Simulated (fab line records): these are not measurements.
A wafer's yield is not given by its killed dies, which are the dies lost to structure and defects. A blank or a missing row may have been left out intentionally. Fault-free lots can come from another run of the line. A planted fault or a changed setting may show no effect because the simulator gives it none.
Split-lot study :: flow n5Finfet :: 21 wafers read from 7 lots, route of 1938 steps

== ABOUT THE SPLIT ==
At N5_HKMG_FIN_COAT_85 (time 60 s, resist thk 300 nm), the setting spinRpm was moved away from the recipe's 1500 rpm on 7 of the 21 wafers read, by -10.3% to +5.3%. This setting was run at the recipe's value on the other wafers.

The reading is taken at the split's own step.

== THE READING ==
SOC_of_HKMG_FIN_COAT_85.thkNm (the simulator's own value, which no gauge read), in nm, at N5_HKMG_FIN_COAT_85 (time 60 s, resist thk 300 nm). No usual value for it is given in the file. Average 300.3 nm, standard deviation 1.2 nm, over the 14 wafers here run with the recipe.

wafer: L075.1
tool, chamber at the split: lithoTrack-02, 0
spinRpm as run, rpm: 1414
against the recipe: -5.7%
SOC_of_HKMG_FIN_COAT_85.thkNm, nm: 308.4
against lot-mates on the recipe: +8.5

wafer: L075.2
tool, chamber at the split: lithoTrack-02, 0
spinRpm as run, rpm: 1500
against the recipe: recipe
SOC_of_HKMG_FIN_COAT_85.thkNm, nm: 299.6
against lot-mates on the recipe: -

wafer: L075.3
tool, chamber at the split: lithoTrack-02, 0
spinRpm as run, rpm: 1500
against the recipe: recipe
SOC_of_HKMG_FIN_COAT_85.thkNm, nm: 300.2
against lot-mates on the recipe: -

wafer: L077.1
tool, chamber at the split: lithoTrack-02, 0
spinRpm as run, rpm: 1500
against the recipe: recipe
SOC_of_HKMG_FIN_COAT_85.thkNm, nm: 300
against lot-mates on the recipe: -

wafer: L077.2
tool, chamber at the split: lithoTrack-02, 0
spinRpm as run, rpm: 1500
against the recipe: recipe
SOC_of_HKMG_FIN_COAT_85.thkNm, nm: 299
against lot-mates on the recipe: -

wafer: L077.5
tool, chamber at the split: lithoTrack-02, 0
spinRpm as run, rpm: 1500
against the recipe: recipe
SOC_of_HKMG_FIN_COAT_85.thkNm, nm: 299.8
against lot-mates on the recipe: -

wafer: L085.1
tool, chamber at the split: lithoTrack-03, 0
spinRpm as run, rpm: 1579
against the recipe: +5.3%
SOC_of_HKMG_FIN_COAT_85.thkNm, nm: 291.6
against lot-mates on the recipe: -6.6

wafer: L085.3
tool, chamber at the split: lithoTrack-03, 0
spinRpm as run, rpm: 1579
against the recipe: +5.3%
SOC_of_HKMG_FIN_COAT_85.thkNm, nm: 291.2
against lot-mates on the recipe: -7.0

wafer: L085.4
tool, chamber at the split: lithoTrack-03, 0
spinRpm as run, rpm: 1500
against the recipe: recipe
SOC_of_HKMG_FIN_COAT_85.thkNm, nm: 298.2
against lot-mates on the recipe: -

wafer: L088.2
tool, chamber at the split: lithoTrack-02, 0
spinRpm as run, rpm: 1346
against the recipe: -10.3%
SOC_of_HKMG_FIN_COAT_85.thkNm, nm: 317.6
against lot-mates on the recipe: +17.8

wafer: L088.3
tool, chamber at the split: lithoTrack-02, 0
spinRpm as run, rpm: 1346
against the recipe: -10.3%
SOC_of_HKMG_FIN_COAT_85.thkNm, nm: 318.2
against lot-mates on the recipe: +18.4

wafer: L088.6
tool, chamber at the split: lithoTrack-02, 0
spinRpm as run, rpm: 1500
against the recipe: recipe
SOC_of_HKMG_FIN_COAT_85.thkNm, nm: 299.8
against lot-mates on the recipe: -

wafer: L091.2
tool, chamber at the split: lithoTrack-02, 0
spinRpm as run, rpm: 1500
against the recipe: recipe
SOC_of_HKMG_FIN_COAT_85.thkNm, nm: 299.8
against lot-mates on the recipe: -

wafer: L091.6
tool, chamber at the split: lithoTrack-02, 0
spinRpm as run, rpm: 1500
against the recipe: recipe
SOC_of_HKMG_FIN_COAT_85.thkNm, nm: 299.8
against lot-mates on the recipe: -

wafer: L091.3
tool, chamber at the split: lithoTrack-02, 0
spinRpm as run, rpm: 1500
against the recipe: recipe
SOC_of_HKMG_FIN_COAT_85.thkNm, nm: 301
against lot-mates on the recipe: -

wafer: L092.1
tool, chamber at the split: lithoTrack-03, 0
spinRpm as run, rpm: 1374
against the recipe: -8.4%
SOC_of_HKMG_FIN_COAT_85.thkNm, nm: 315
against lot-mates on the recipe: +14.2

wafer: L092.3
tool, chamber at the split: lithoTrack-03, 0
spinRpm as run, rpm: 1500
against the recipe: recipe
SOC_of_HKMG_FIN_COAT_85.thkNm, nm: 300.8
against lot-mates on the recipe: -

wafer: L092.4
tool, chamber at the split: lithoTrack-03, 0
spinRpm as run, rpm: 1374
against the recipe: -8.4%
SOC_of_HKMG_FIN_COAT_85.thkNm, nm: 314.8
against lot-mates on the recipe: +14.0

wafer: L097.2
tool, chamber at the split: lithoTrack-02, 0
spinRpm as run, rpm: 1500
against the recipe: recipe
SOC_of_HKMG_FIN_COAT_85.thkNm, nm: 302.2
against lot-mates on the recipe: -

wafer: L097.5
tool, chamber at the split: lithoTrack-02, 0
spinRpm as run, rpm: 1500
against the recipe: recipe
SOC_of_HKMG_FIN_COAT_85.thkNm, nm: 302.6
against lot-mates on the recipe: -

wafer: L097.6
tool, chamber at the split: lithoTrack-02, 0
spinRpm as run, rpm: 1500
against the recipe: recipe
SOC_of_HKMG_FIN_COAT_85.thkNm, nm: 301.6
against lot-mates on the recipe: -

THE FIT
A straight line over all 21 wafers: SOC_of_HKMG_FIN_COAT_85.thkNm changes by -1.7 nm for each +1% of spinRpm; r = -0.99; the points scatter about the line by 1.1 nm.
The same after taking each lot's own level away (the mean of its wafers on the recipe; 21 wafers): -1.63 nm for each +1%; r = -0.99; scatter 0.79 nm.
On that fit, the largest move of spinRpm shifts the reading by 17 nm.
From 298.20 to 302.13 nm: that is the span of the lots' own levels, equal to 3.4 times the standard deviation above.
The two slopes agree, so the slope changes little with the lot-to-lot level.
Check: with one of the wafers moved furthest among these (-10.3%) left out of the fit, the line predicts +16.8 nm for it against its lot-mates. It came out at +17.8 nm against them.

== THESE WAFERS: OTHER SPLITS ==
Other splits were also applied to these wafers ahead of the reading. Each is held against what the fit with the lots' levels taken away leaves over:
other split on the same wafers: N5_HKMG_FIN_ETCH_55 timeS
wafers away from the commonest value: 8
r with SOC_of_HKMG_FIN_COAT_85.thkNm (lot level and that fit taken away): +0.03

other split on the same wafers: N5_HKMG_FIN_ETCH_58 sourceW
wafers away from the commonest value: 6
r with SOC_of_HKMG_FIN_COAT_85.thkNm (lot level and that fit taken away): -0.03

other split on the same wafers: N5_HKMG_FIN_ETCH_35 timeS
wafers away from the commonest value: 8
r with SOC_of_HKMG_FIN_COAT_85.thkNm (lot level and that fit taken away): -0.09

== FILE'S OWN FIT ==
SOC_of_HKMG_FIN_COAT_85.thkNm changes by -1.64 nm for each +1% of spinRpm, r = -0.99.
